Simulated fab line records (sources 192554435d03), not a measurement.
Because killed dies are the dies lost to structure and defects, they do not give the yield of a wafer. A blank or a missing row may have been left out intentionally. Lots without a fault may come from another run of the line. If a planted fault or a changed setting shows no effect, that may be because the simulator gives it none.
Matching of chambers	flow n5Finfet	rieDiel-01 running N5_BEOL_M12_TRENCH_ETCH_34: 3 sister chambers
The step etches SiOC in C4F8/O2/Ar, target depth 318.95 nm, time 125.5 s. 3 wafers are shown with their chamber, then 7 later ones without.

WAFERS, EACH WITH ITS CHAMBER
wafer	chamber	showerheadPlenumPTorr (Torr)
L640.4	1	3.61
L641.1	0	3.31
L641.4	3	3.29

WAFERS MISSING THEIR CHAMBER
wafer	showerheadPlenumPTorr (Torr)
L641.6	3.60
L642.2	3.60
L642.3	3.31
L642.4	3.29
L644.1	3.31
L644.4	3.60
L644.5	3.60

CHAMBER TAKEN BY EACH
wafer	from the rows above	in truth
L641.6	1	1
L642.2	1	1
L642.3	0	0
L642.4	3	3
L644.1	0	0
L644.4	1	1
L644.5	1	1
Placed correctly: 7 of 7. Number that these rows cannot place: 0. Placed wrongly: 0.
How it was worked out, from the rows above alone: a wafer's distance from a chamber is the root of the sum, over the readings, of the square of ((its reading less the chamber's mean) divided by the reading's scatter). If the next closest chamber is less than 2 further off than the closest, the wafer can't be placed; otherwise it belongs to the closest. Each chamber's mean is taken over the wafers shown for it. The scatter: root of mean squared gap, hidden wafer to nearest shown wafer, with one shown wafer a chamber.
